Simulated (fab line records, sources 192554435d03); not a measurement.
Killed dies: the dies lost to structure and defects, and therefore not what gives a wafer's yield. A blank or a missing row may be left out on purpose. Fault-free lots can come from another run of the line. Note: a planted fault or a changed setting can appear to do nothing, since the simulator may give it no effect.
What tool caused it? || flow n5 finfet || 72 wafers from 24 lots sampled at 4 of the route's 1938 steps

## WHAT EACH GAUGE READ, for each wafer
N5_BEOL_M12_CD_MEAS_28: the cd target is 160.2 nm. Usual: cd nm reads 160.6 nm (standard deviation 1.2).
{"lot": "L075", "measured": "day 10 16:29", "on": "cd sem-01", "cd nm (nm)": "160.8 161.1 163.0", "flag": ""}
{"lot": "L074", "measured": "day 11 03:56", "on": "cd sem-01", "cd nm (nm)": "159.5 160.6 160.6", "flag": ""}
{"lot": "L076", "measured": "day 11 04:14", "on": "cd sem-03", "cd nm (nm)": "162.8 162.2 162.3", "flag": ""}
{"lot": "L078", "measured": "day 11 22:58", "on": "cd sem-02", "cd nm (nm)": "161.1 160.2 160.7", "flag": ""}
{"lot": "L077", "measured": "day 12 01:07", "on": "cd sem-02", "cd nm (nm)": "161.1 161.1 160.4", "flag": ""}
{"lot": "L080", "measured": "day 12 01:26", "on": "cd sem-03", "cd nm (nm)": "159.2 159.6 159.2", "flag": ""}
{"lot": "L079", "measured": "day 12 05:03", "on": "cd sem-01", "cd nm (nm)": "160.9 160.0 160.4", "flag": ""}
{"lot": "L081", "measured": "day 12 08:06", "on": "cd sem-02", "cd nm (nm)": "160.9 158.1 158.7", "flag": ""}
{"lot": "L082", "measured": "day 12 23:10", "on": "cd sem-01", "cd nm (nm)": "160.3 162.0 162.0", "flag": ""}
{"lot": "L084", "measured": "day 13 11:28", "on": "cd sem-03", "cd nm (nm)": "160.5 160.8 162.2", "flag": ""}
{"lot": "L085", "measured": "day 13 11:50", "on": "cd sem-03", "cd nm (nm)": "160.3 160.3 159.8", "flag": ""}
{"lot": "L083", "measured": "day 13 12:10", "on": "cd sem-03", "cd nm (nm)": "160.5 158.5 160.9", "flag": ""}
{"lot": "L086", "measured": "day 13 15:58", "on": "cd sem-01", "cd nm (nm)": "160.1 160.1 160.3", "flag": ""}
{"lot": "L087", "measured": "day 13 18:29", "on": "cd sem-02", "cd nm (nm)": "159.8 157.7 159.5", "flag": ""}
{"lot": "L088", "measured": "day 14 01:22", "on": "cd sem-01", "cd nm (nm)": "162.3 161.5 161.1", "flag": ""}
{"lot": "L091", "measured": "day 15 00:46", "on": "cd sem-03", "cd nm (nm)": "160.8 162.1 162.8", "flag": ""}
{"lot": "L089", "measured": "day 15 04:00", "on": "cd sem-02", "cd nm (nm)": "159.5 158.6 159.7", "flag": ""}
{"lot": "L090", "measured": "day 15 07:07", "on": "cd sem-02", "cd nm (nm)": "160.8 159.1 159.1", "flag": ""}
{"lot": "L093", "measured": "day 15 08:50", "on": "cd sem-03", "cd nm (nm)": "161.5 160.3 162.0", "flag": ""}
{"lot": "L092", "measured": "day 15 15:29", "on": "cd sem-03", "cd nm (nm)": "160.5 159.6 159.9", "flag": ""}
{"lot": "L095", "measured": "day 16 07:35", "on": "cd sem-02", "cd nm (nm)": "160.6 162.0 160.5", "flag": ""}
{"lot": "L094", "measured": "day 16 07:58", "on": "cd sem-01", "cd nm (nm)": "158.5 160.4 160.6", "flag": ""}
{"lot": "L096", "measured": "day 16 13:08", "on": "cd sem-03", "cd nm (nm)": "160.2 161.7 161.2", "flag": ""}
{"lot": "L097", "measured": "day 16 14:31", "on": "cd sem-02", "cd nm (nm)": "161.8 159.7 161.3", "flag": ""}

N5_BEOL_M12_OCD_MEAS_35. Usual: trench depth nm reads 322 nm (standard deviation 4.9).
{"lot": "L075", "measured": "day 10 17:06", "on": "ocd-02", "trench depth nm (nm)": "324 324 323", "flag": ""}
{"lot": "L074", "measured": "day 11 04:32", "on": "ocd-02", "trench depth nm (nm)": "323 329 315", "flag": ""}
{"lot": "L076", "measured": "day 11 05:02", "on": "ocd-02", "trench depth nm (nm)": "324 322 314", "flag": ""}
{"lot": "L078", "measured": "day 11 23:35", "on": "ocd-02", "trench depth nm (nm)": "319 318 319", "flag": ""}
{"lot": "L077", "measured": "day 12 01:43", "on": "ocd-01", "trench depth nm (nm)": "325 321 320", "flag": ""}
{"lot": "L080", "measured": "day 12 02:12", "on": "ocd-02", "trench depth nm (nm)": "318 325 320", "flag": ""}
{"lot": "L079", "measured": "day 12 06:19", "on": "ocd-02", "trench depth nm (nm)": "322 321 330", "flag": ""}
{"lot": "L081", "measured": "day 12 08:52", "on": "ocd-02", "trench depth nm (nm)": "322 323 325", "flag": ""}
{"lot": "L082", "measured": "day 12 23:46", "on": "ocd-01", "trench depth nm (nm)": "334 322 323", "flag": ""}
{"lot": "L084", "measured": "day 13 12:48", "on": "ocd-02", "trench depth nm (nm)": "323 330 324", "flag": ""}
{"lot": "L085", "measured": "day 13 13:23", "on": "ocd-02", "trench depth nm (nm)": "322 329 319", "flag": ""}
{"lot": "L083", "measured": "day 13 13:38", "on": "ocd-02", "trench depth nm (nm)": "322 323 325", "flag": ""}
{"lot": "L086", "measured": "day 13 16:34", "on": "ocd-01", "trench depth nm (nm)": "322 327 321", "flag": ""}
{"lot": "L087", "measured": "day 13 19:05", "on": "ocd-01", "trench depth nm (nm)": "314 323 315", "flag": ""}
{"lot": "L088", "measured": "day 14 02:11", "on": "ocd-02", "trench depth nm (nm)": "322 324 314", "flag": ""}
{"lot": "L091", "measured": "day 15 02:34", "on": "ocd-01", "trench depth nm (nm)": "323 310 327", "flag": ""}
{"lot": "L089", "measured": "day 15 04:38", "on": "ocd-01", "trench depth nm (nm)": "323 330 315", "flag": ""}
{"lot": "L090", "measured": "day 15 08:19", "on": "ocd-01", "trench depth nm (nm)": "309 316 322", "flag": ""}
{"lot": "L093", "measured": "day 15 09:40", "on": "ocd-02", "trench depth nm (nm)": "320 322 308", "flag": ""}
{"lot": "L092", "measured": "day 15 17:41", "on": "ocd-01", "trench depth nm (nm)": "328 324 321", "flag": ""}
{"lot": "L095", "measured": "day 16 08:17", "on": "ocd-01", "trench depth nm (nm)": "322 318 323", "flag": ""}
{"lot": "L094", "measured": "day 16 08:35", "on": "ocd-01", "trench depth nm (nm)": "322 326 320", "flag": ""}
{"lot": "L096", "measured": "day 16 13:44", "on": "ocd-02", "trench depth nm (nm)": "321 328 326", "flag": ""}
{"lot": "L097", "measured": "day 16 15:08", "on": "ocd-02", "trench depth nm (nm)": "312 323 326", "flag": ""}

N5_BEOL_M12_INSPECT_55: inspects for defects (darkfield). Usual: raw defect count reads 69 (standard deviation 22).
{"lot": "L075", "measured": "day 10 21:02", "on": "defect inspect-01", "raw defect count": "76 54 57", "flag": ""}
{"lot": "L074", "measured": "day 11 08:26", "on": "defect inspect-01", "raw defect count": "47 49 51", "flag": ""}
{"lot": "L076", "measured": "day 11 12:48", "on": "defect inspect-01", "raw defect count": "51 41 66", "flag": ""}
{"lot": "L078", "measured": "day 12 04:04", "on": "defect inspect-01", "raw defect count": "71 62 87", "flag": ""}
{"lot": "L077", "measured": "day 12 04:25", "on": "defect inspect-02", "raw defect count": "70 78 48", "flag": ""}
{"lot": "L080", "measured": "day 12 04:40", "on": "defect inspect-02", "raw defect count": "62 90 69", "flag": ""}
{"lot": "L079", "measured": "day 12 09:59", "on": "defect inspect-02", "raw defect count": "91 73 61", "flag": ""}
{"lot": "L081", "measured": "day 12 10:47", "on": "defect inspect-02", "raw defect count": "70 102 93", "flag": ""}
{"lot": "L082", "measured": "day 13 03:09", "on": "defect inspect-01", "raw defect count": "49 62 41", "flag": ""}
{"lot": "L084", "measured": "day 13 15:07", "on": "defect inspect-01", "raw defect count": "104 77 104", "flag": ""}
{"lot": "L085", "measured": "day 13 16:33", "on": "defect inspect-01", "raw defect count": "53 68 82", "flag": ""}
{"lot": "L083", "measured": "day 13 17:26", "on": "defect inspect-02", "raw defect count": "54 41 61", "flag": ""}
{"lot": "L086", "measured": "day 13 23:29", "on": "defect inspect-02", "raw defect count": "78 104 96", "flag": ""}
{"lot": "L087", "measured": "day 14 01:47", "on": "defect inspect-02", "raw defect count": "105 62 89", "flag": ""}
{"lot": "L088", "measured": "day 14 08:02", "on": "defect inspect-01", "raw defect count": "55 53 46", "flag": ""}
{"lot": "L091", "measured": "day 15 06:53", "on": "defect inspect-01", "raw defect count": "55 46 49", "flag": ""}
{"lot": "L089", "measured": "day 15 06:58", "on": "defect inspect-01", "raw defect count": "71 69 63", "flag": ""}
{"lot": "L090", "measured": "day 15 10:25", "on": "defect inspect-02", "raw defect count": "60 55 89", "flag": ""}
{"lot": "L093", "measured": "day 15 14:05", "on": "defect inspect-02", "raw defect count": "64 50 109", "flag": ""}
{"lot": "L092", "measured": "day 15 19:49", "on": "defect inspect-01", "raw defect count": "51 40 45", "flag": ""}
{"lot": "L095", "measured": "day 16 11:26", "on": "defect inspect-01", "raw defect count": "53 45 57", "flag": ""}
{"lot": "L094", "measured": "day 16 11:43", "on": "defect inspect-01", "raw defect count": "98 69 85", "flag": ""}
{"lot": "L096", "measured": "day 16 19:32", "on": "defect inspect-02", "raw defect count": "51 73 49", "flag": ""}
{"lot": "L097", "measured": "day 16 20:34", "on": "defect inspect-02", "raw defect count": "71 66 50", "flag": ""}

N5_BEOL_M13_CD_MEAS_28: the cd target is 209.5 nm. Usual: cd nm reads 209.9 nm (standard deviation 1.4).
{"lot": "L075", "measured": "day 10 23:37", "on": "cd sem-02", "cd nm (nm)": "209.8 212.1 212.0", "flag": ""}
{"lot": "L074", "measured": "day 11 10:07", "on": "cd sem-02", "cd nm (nm)": "211.3 212.5 209.1", "flag": ""}
{"lot": "L076", "measured": "day 11 14:19", "on": "cd sem-02", "cd nm (nm)": "210.3 212.9 210.0", "flag": ""}
{"lot": "L078", "measured": "day 12 05:30", "on": "cd sem-01", "cd nm (nm)": "210.9 209.6 213.2", "flag": ""}
{"lot": "L077", "measured": "day 12 05:58", "on": "cd sem-03", "cd nm (nm)": "208.9 209.0 210.4", "flag": ""}
{"lot": "L080", "measured": "day 12 06:15", "on": "cd sem-02", "cd nm (nm)": "210.6 210.7 208.0", "flag": ""}
{"lot": "L079", "measured": "day 12 11:26", "on": "cd sem-03", "cd nm (nm)": "208.7 209.3 210.5", "flag": ""}
{"lot": "L081", "measured": "day 12 12:14", "on": "cd sem-03", "cd nm (nm)": "208.5 210.2 211.6", "flag": ""}
{"lot": "L082", "measured": "day 13 04:43", "on": "cd sem-03", "cd nm (nm)": "209.6 209.8 209.0", "flag": ""}
{"lot": "L084", "measured": "day 13 16:53", "on": "cd sem-01", "cd nm (nm)": "209.8 212.2 211.0", "flag": ""}
{"lot": "L085", "measured": "day 13 18:13", "on": "cd sem-02", "cd nm (nm)": "209.0 210.2 208.2", "flag": ""}
{"lot": "L083", "measured": "day 13 19:16", "on": "cd sem-03", "cd nm (nm)": "210.1 209.6 212.1", "flag": ""}
{"lot": "L086", "measured": "day 14 01:06", "on": "cd sem-03", "cd nm (nm)": "211.2 209.0 209.8", "flag": ""}
{"lot": "L087", "measured": "day 14 03:21", "on": "cd sem-03", "cd nm (nm)": "212.3 210.6 210.5", "flag": ""}
{"lot": "L088", "measured": "day 14 09:47", "on": "cd sem-02", "cd nm (nm)": "212.0 210.6 211.6", "flag": ""}
{"lot": "L091", "measured": "day 15 08:26", "on": "cd sem-02", "cd nm (nm)": "209.1 209.9 211.3", "flag": ""}
{"lot": "L089", "measured": "day 15 08:40", "on": "cd sem-02", "cd nm (nm)": "209.6 209.4 208.0", "flag": ""}
{"lot": "L090", "measured": "day 15 11:59", "on": "cd sem-01", "cd nm (nm)": "208.7 209.0 208.1", "flag": ""}
{"lot": "L093", "measured": "day 15 15:44", "on": "cd sem-02", "cd nm (nm)": "208.7 209.9 209.8", "flag": ""}
{"lot": "L092", "measured": "day 15 21:24", "on": "cd sem-01", "cd nm (nm)": "207.4 210.0 209.4", "flag": ""}
{"lot": "L095", "measured": "day 16 12:52", "on": "cd sem-01", "cd nm (nm)": "208.8 211.5 210.0", "flag": ""}
{"lot": "L094", "measured": "day 16 13:23", "on": "cd sem-03", "cd nm (nm)": "209.6 208.6 207.6", "flag": ""}
{"lot": "L096", "measured": "day 16 21:18", "on": "cd sem-02", "cd nm (nm)": "212.1 209.9 210.8", "flag": ""}
{"lot": "L097", "measured": "day 16 22:08", "on": "cd sem-02", "cd nm (nm)": "207.1 207.6 208.7", "flag": ""}

## WHICH TOOL RAN EACH LOT (tool, then ch and the chambers of the sampled wafers, then the start)
The record holds no process step before these readings.

## AS READ BY THE TOOLS THEMSELVES (means over the sampled wafers that have a number; for cases with no such wafer, the mark the record gives instead)
The record holds no such reading with a usual standard deviation.

## THE ANSWER, worked out from the rows above alone
Rule: take the mean of a lot's wafers that have a number; if it is more than 3 standard deviations from the usual mean, the lot is off. A lot without any number at a reading at which 4 lots or more have one is off too. All remaining lots with rows at the step are treated as sound. Order of review: gauges by route order, followed by the tools' own readings, for which a lot's mean as printed above is used. At the first step where some lot is off, the reading lying furthest off is the one used; lots without a number count as furthest.
No lot is off on any of the readings shown, so nothing can be concluded from this.

## WHAT THE SIMULATOR PUT IN
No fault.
